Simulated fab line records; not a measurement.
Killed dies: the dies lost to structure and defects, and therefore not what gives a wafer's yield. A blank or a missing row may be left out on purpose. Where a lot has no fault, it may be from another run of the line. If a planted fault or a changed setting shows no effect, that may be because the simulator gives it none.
Which of the tools did it? ; flow nand_harc ; 12 lots with 36 wafers sampled at 6 steps, on a route of 1302 steps

## WHAT THE GAUGES SHOWED, per wafer
NHARC_P_M2_CD_MEAS_16.
lot;measured;on;cd_nm (nm)
L408;day 6 14:07;cd_sem-02;170.6 170.6 169.8
L409;day 6 19:04;cd_sem-03;169.6 168.9 170.0
L411;day 7 14:41;cd_sem-01;168.8 170.1 169.1
L412;day 8 08:46;cd_sem-03;169.6 169.1 169.8
L413;day 8 12:07;cd_sem-01;169.8 170.0 169.7
L418;day 10 19:49;cd_sem-01;170.4 170.2 170.2
L419;day 11 07:28;cd_sem-02;171.2 170.6 170.5
L420;day 11 09:55;cd_sem-03;170.0 170.4 169.9
L427;day 14 15:07;cd_sem-01;169.5 170.0 170.5
L429;day 15 01:26;cd_sem-03;169.7 169.7 169.6
L428;day 15 02:41;cd_sem-03;169.4 169.5 168.7
L431;day 16 02:25;cd_sem-03;170.0 168.7 168.6

NHARC_P_M2_INSPECT_27.
lot;measured;on;raw_defect_count
L408;day 6 16:23;defect_inspect-01;202 255 285
L409;day 6 21:22;defect_inspect-01;325 533 463
L411;day 7 16:57;defect_inspect-01;364 335 599
L412;day 8 11:01;defect_inspect-01;325 276 479
L413;day 8 14:23;defect_inspect-02;687 448 388
L418;day 10 22:06;defect_inspect-02;152 296 252
L419;day 11 09:44;defect_inspect-01;262 217 219
L420;day 11 12:20;defect_inspect-01;494 389 266
L427;day 14 17:47;defect_inspect-01;306 478 322
L429;day 15 03:43;defect_inspect-02;274 227 208
L428;day 15 04:58;defect_inspect-01;396 451 564
L431;day 16 04:43;defect_inspect-02;285 246 198

NHARC_END_SORT_01.
lot;measured;on;defect_limited_yield (%);killed_at_array;killed_at_other;killed_at_periphery;killed_dies;killed_open;killed_short;sort_bin_2_pct (%);sort_bin_3_pct (%);sort_bin_4_pct (%);sort_n_pass;sort_rim_yield_pct (%);sort_yield_pct (%)
L408;day 24 12:54;prober-01;94.8 97.3 96.9;31 15 17;0 0 2;4 3 2;35 18 21;5 1 2;5 5 3;1.8 0.7 1.0;0.3 0.1 0.1;3.1 1.8 1.9;642 659 656;95 96 94;94.8 97.3 96.9
L409;day 24 12:56;prober-02;91.0 88.3 89.8;59 74 63;1 0 3;1 5 3;61 79 69;4 4 2;2 1 1;2.7 4.9 3.5;1.2 0.6 0.7;5.2 6.2 5.9;616 598 608;85 80 82;91.0 88.3 89.8
L411;day 25 08:39;prober-01;90.1 91.6 90.7;58 46 54;2 1 0;7 10 9;67 57 63;4 5 3;2 5 3;3.4 2.8 3.5;0.7 1.0 0.7;5.8 4.6 5.0;610 620 614;78 89 78;90.1 91.6 90.7
L412;day 25 19:31;prober-01;91.6 93.6 93.6;47 37 36;1 3 2;9 3 5;57 43 43;5 5 1;3 0 2;3.1 2.1 2.7;0.6 0.3 0.4;4.7 4.0 3.2;620 634 634;88 87 91;91.6 93.6 93.6
L413;day 26 02:25;prober-02;89.7 91.4 88.6;64 53 70;1 0 1;5 5 6;70 58 77;7 3 7;1 2 0;3.0 3.1 3.4;1.3 1.3 0.6;6.1 4.1 7.4;607 619 600;79 86 80;89.7 91.4 88.6
L418;day 29 11:52;prober-01;94.5 94.8 94.2;34 30 36;0 0 0;3 5 3;37 35 39;2 6 3;1 2 3;1.9 1.5 1.8;0.4 0.4 0.1;3.1 3.2 3.8;640 642 638;92 89 92;94.5 94.8 94.2
L419;day 29 04:07;prober-02;91.9 90.5 90.1;55 63 64;0 1 1;0 0 2;55 64 67;3 2 7;2 3 2;3.0 4.0 4.0;0.3 0.6 0.3;4.9 4.9 5.6;622 613 610;85 85 83;91.9 90.5 90.1
L420;day 29 03:16;prober-01;95.9 93.2 93.9;27 45 40;0 0 0;1 1 1;28 46 41;2 6 2;0 1 1;0.7 1.9 1.9;0.3 0.7 0.7;3.1 4.1 3.4;649 631 636;92 92 92;95.9 93.2 93.9
L427;day 33 01:45;prober-01;91.3 90.1 93.1;56 62 43;1 1 0;2 4 4;59 67 47;3 4 2;4 2 2;3.2 3.8 3.1;0.6 0.9 0.3;4.9 5.2 3.5;618 610 630;87 81 88;91.3 90.1 93.1
L429;day 32 18:00;prober-01;93.8 94.1 94.5;36 36 31;0 0 0;6 4 6;42 40 37;3 4 5;5 2 0;1.6 2.1 2.2;0.4 0.4 0;4.1 3.4 3.2;635 637 640;95 88 90;93.8 94.1 94.5
L428;day 33 04:43;prober-02;93.1 92.8 91.7;42 44 52;0 2 0;5 3 4;47 49 56;1 3 2;1 2 3;2.8 2.4 3.8;0.3 0.9 0;3.8 4.0 4.4;630 628 621;86 89 83;93.1 92.8 91.7
L431;day 34 00:09;prober-01;95.7 95.1 95.0;20 27 23;0 1 1;9 5 10;29 33 34;2 4 6;0 4 1;1.6 1.5 1.2;0.4 0.3 0.3;2.2 3.1 3.5;648 644 643;95 93 91;95.7 95.1 95.0

## TOOL THAT RAN EACH LOT (tool first, then ch and the chambers of the sampled wafers, then the start)
lot;NHARC_P_M2_DEGAS_29;NHARC_P_M2_ECD_22;NHARC_P_M2_CMP_23
L408;pvd_sputter-03, day 6 14:51;ecd_cu-01 ch 0,1, day 6 15:12;cmp-03 ch 0,1, day 6 15:57
L409;pvd_sputter-02, day 6 19:47;ecd_cu-01 ch 0,1, day 6 20:11;cmp-03 ch 0,2,3, day 6 20:55
L411;pvd_sputter-02, day 7 15:23;ecd_cu-01 ch 0,1, day 7 15:46;cmp-01 ch 0,2,3, day 7 16:32
L412;pvd_sputter-01, day 8 09:28;ecd_cu-02 ch 0,1, day 8 09:58;cmp-02 ch 1,2, day 8 10:32
L413;pvd_sputter-03, day 8 12:50;ecd_cu-01 ch 0,1, day 8 13:14;cmp-03 ch 0,1,2, day 8 13:58
L418;pvd_sputter-01, day 10 20:32;ecd_cu-02 ch 0,1, day 10 20:54;cmp-03 ch 0,3, day 10 21:38
L419;pvd_sputter-02, day 11 08:10;ecd_cu-01 ch 0,1, day 11 08:35;cmp-03 ch 0,1,2, day 11 09:15
L420;pvd_sputter-02, day 11 10:38;ecd_cu-01 ch 0,1, day 11 11:09;cmp-01 ch 0,1,3, day 11 11:54
L427;pvd_sputter-02, day 14 16:14;ecd_cu-01 ch 0,1, day 14 16:35;cmp-02 ch 1,2,3, day 14 17:22
L429;pvd_sputter-01, day 15 02:10;ecd_cu-02 ch 0,1, day 15 02:31;cmp-01 ch 0,1,2, day 15 03:16
L428;pvd_sputter-02, day 15 03:25;ecd_cu-02 ch 0,1, day 15 03:49;cmp-03 ch 0,1,2, day 15 04:29
L431;pvd_sputter-02, day 16 03:09;ecd_cu-02 ch 0,1, day 16 03:31;cmp-02 ch 1,2,3, day 16 04:14
- NHARC_P_M2_DEGAS_29: time 60 s.
- NHARC_P_M2_ECD_22: material Cu, target thk 400 nm.
- NHARC_P_M2_CMP_23: polishes, t overpolish 20 s, target thk 144.3 nm.

## WHAT THE TOOLS THEMSELVES READ (means of the sampled wafers that have a number; where no wafer has one, the mark that the record gives instead)
NHARC_P_M2_DEGAS_29.
lot;tool;heater_power_w (W)
L408;pvd_sputter-03;332
L409;pvd_sputter-02;339
L411;pvd_sputter-02;302
L412;pvd_sputter-01;319
L413;pvd_sputter-03;302
L418;pvd_sputter-01;319
L419;pvd_sputter-02;296
L420;pvd_sputter-02;298
L427;pvd_sputter-02;358
L429;pvd_sputter-01;301
L428;pvd_sputter-02;324
L431;pvd_sputter-02;322

NHARC_P_M2_CMP_23.
lot;tool;motor_current_A (A);retaining_ring_pressure_frac;time_to_endpoint_s (s)
L408;cmp-03;13.2;0.997;26.1
L409;cmp-03;11.5;1.003;31.0
L411;cmp-01;12.3;1.002;29.7
L412;cmp-02;12.4;1.002;26.8
L413;cmp-03;12.3;1.001;31.0
L418;cmp-03;12.7;1.001;28.4
L419;cmp-03;12.2;0.996;20.8
L420;cmp-01;12.3;1.005;23.3
L427;cmp-02;12.5;1.007;24.2
L429;cmp-01;12.7;0.995;27.8
L428;cmp-03;12.6;1.003;30.8
L431;cmp-02;12.7;1.000;28.0

## THE ANSWER, worked out from the rows above alone
Rule: the lots themselves supply what counts as usual. The widest of any qualifying gaps counts: lots, ordered by their means at a reading, are off when they make up no more than a third of the lots, leave a main group of 4 or more, and stand apart from it by 3 or more times the standard deviation of that group's means. A main group whose means are all the same, to the digits that the tables above print for the reading, isn't used. Also off: a lot with no number at a reading for which 4 or more lots have one. Any other lot the step has rows for is counted as sound. The gauges are gone through in route order, then the tools' own readings, and for those a lot's mean is taken as printed above. The first step at which some lot is off is used, and at that step the reading that is off furthest; a lot without a number counts as furthest.
No lot is off on any of the readings shown, so nothing can be concluded from this.

## WHAT WAS PUT IN BY THE SIMULATOR
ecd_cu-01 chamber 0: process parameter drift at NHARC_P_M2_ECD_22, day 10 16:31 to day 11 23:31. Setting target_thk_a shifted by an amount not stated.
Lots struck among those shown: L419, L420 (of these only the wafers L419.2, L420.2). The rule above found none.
